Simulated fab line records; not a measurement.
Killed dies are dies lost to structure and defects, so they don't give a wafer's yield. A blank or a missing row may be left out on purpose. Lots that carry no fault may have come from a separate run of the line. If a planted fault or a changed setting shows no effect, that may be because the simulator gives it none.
The tool behind it: which one? / flow nandHarc / Sampling: 12 lots, 36 wafers, 3 of 1159 route steps

## WHAT THE GAUGES SHOWED, per wafer
NHARC_A_M0_OVL_MEAS_10: pitch 160 nm.
lot=L077; measured=day 17 19:11; on=overlay-02; overlayXNm (nm)=0.2 -0.2 -0.5
lot=L079; measured=day 17 21:46; on=overlay-02; overlayXNm (nm)=0.8 0.2 0.8
lot=L076; measured=day 18 02:38; on=overlay-02; overlayXNm (nm)=0.0 0.1 0.0
lot=L082; measured=day 19 11:04; on=overlay-02; overlayXNm (nm)=-0.2 0.2 -0.5
lot=L083; measured=day 20 00:12; on=overlay-01; overlayXNm (nm)=-0.3 -0.1 -0.3
lot=L084; measured=day 20 10:20; on=overlay-01; overlayXNm (nm)=-1.3 -1.0 -1.4
lot=L089; measured=day 21 12:40; on=overlay-01; overlayXNm (nm)=0.5 0.3 0.6
lot=L091; measured=day 21 14:37; on=overlay-02; overlayXNm (nm)=0.5 -0.5 0.2
lot=L088; measured=day 21 19:48; on=overlay-01; overlayXNm (nm)=0.8 0.7 1.2
lot=L095; measured=day 22 04:58; on=overlay-02; overlayXNm (nm)=-0.7 -1.0 -0.8
lot=L092; measured=day 22 16:43; on=overlay-01; overlayXNm (nm)=-1.4 -1.4 -1.2
lot=L096; measured=day 23 07:44; on=overlay-02; overlayXNm (nm)=0.0 -0.2 -0.3

## WHAT TOOL EACH LOT RAN ON (gives the tool, then ch and the chambers of the sampled wafers, and finally the start)
lot=L077; NHARC_A_CONTACT_ETCH_113=harCapEtch-03 ch 0,1, day 16 17:06; NHARC_A_CONTACT_ETCH_117=harCapEtch-03 ch 0,1, day 16 17:28
lot=L079; NHARC_A_CONTACT_ETCH_113=harCapEtch-03 ch 0,1, day 16 21:12; NHARC_A_CONTACT_ETCH_117=harCapEtch-03 ch 0,1, day 16 21:34
lot=L076; NHARC_A_CONTACT_ETCH_113=harCapEtch-03 ch 0,1, day 17 00:26; NHARC_A_CONTACT_ETCH_117=harCapEtch-03 ch 0,1, day 17 00:47
lot=L082; NHARC_A_CONTACT_ETCH_113=harCapEtch-01 ch 0,1, day 18 10:02; NHARC_A_CONTACT_ETCH_117=harCapEtch-01 ch 0,1, day 18 10:24
lot=L083; NHARC_A_CONTACT_ETCH_113=harCapEtch-03 ch 0,1, day 18 16:08; NHARC_A_CONTACT_ETCH_117=harCapEtch-03 ch 0,1, day 18 16:30
lot=L084; NHARC_A_CONTACT_ETCH_113=harCapEtch-02 ch 0,1, day 18 23:14; NHARC_A_CONTACT_ETCH_117=harCapEtch-02 ch 0,1, day 18 23:36
lot=L089; NHARC_A_CONTACT_ETCH_113=harCapEtch-01 ch 0,1, day 20 04:13; NHARC_A_CONTACT_ETCH_117=harCapEtch-01 ch 0,1, day 20 04:35
lot=L091; NHARC_A_CONTACT_ETCH_113=harCapEtch-03 ch 0,1, day 20 10:26; NHARC_A_CONTACT_ETCH_117=harCapEtch-03 ch 0,1, day 20 10:48
lot=L088; NHARC_A_CONTACT_ETCH_113=harCapEtch-01 ch 0,1, day 20 16:27; NHARC_A_CONTACT_ETCH_117=harCapEtch-01 ch 0,1, day 20 16:49
lot=L095; NHARC_A_CONTACT_ETCH_113=harCapEtch-02 ch 0,1, day 20 21:36; NHARC_A_CONTACT_ETCH_117=harCapEtch-02 ch 0,1, day 20 21:58
lot=L092; NHARC_A_CONTACT_ETCH_113=harCapEtch-01 ch 0,1, day 21 17:57; NHARC_A_CONTACT_ETCH_117=harCapEtch-01 ch 0,1, day 21 18:19
lot=L096; NHARC_A_CONTACT_ETCH_113=harCapEtch-01 ch 0,1, day 22 00:50; NHARC_A_CONTACT_ETCH_117=harCapEtch-01 ch 0,1, day 22 01:12
- NHARC_A_CONTACT_ETCH_113: etches the open film in C4F8/O2/Ar, time 94 s, target depth 922 nm.
- NHARC_A_CONTACT_ETCH_117: etches the open film in C4F8/O2/Ar, time 94 s, target depth 922 nm.

## THE ANSWER, worked out from the rows above alone
Rule: the usual values come from the lots themselves. The widest of any qualifying gaps counts: lots, ordered by their means at a reading, are off when they make up no more than a third of the lots, leave a main group of 4 or more, and stand apart from it by 3 or more times the standard deviation of that group's means. Not used: any main group whose means are identical at the precision the tables above print for the reading. A lot without any number at a reading at which 4 lots or more have one is off too. Where the step has rows for the other lots, those lots are counted as sound.
Nothing can be told from this: no lot is off at any reading shown.

## WHAT HAD BEEN PUT IN BY THE SIMULATOR
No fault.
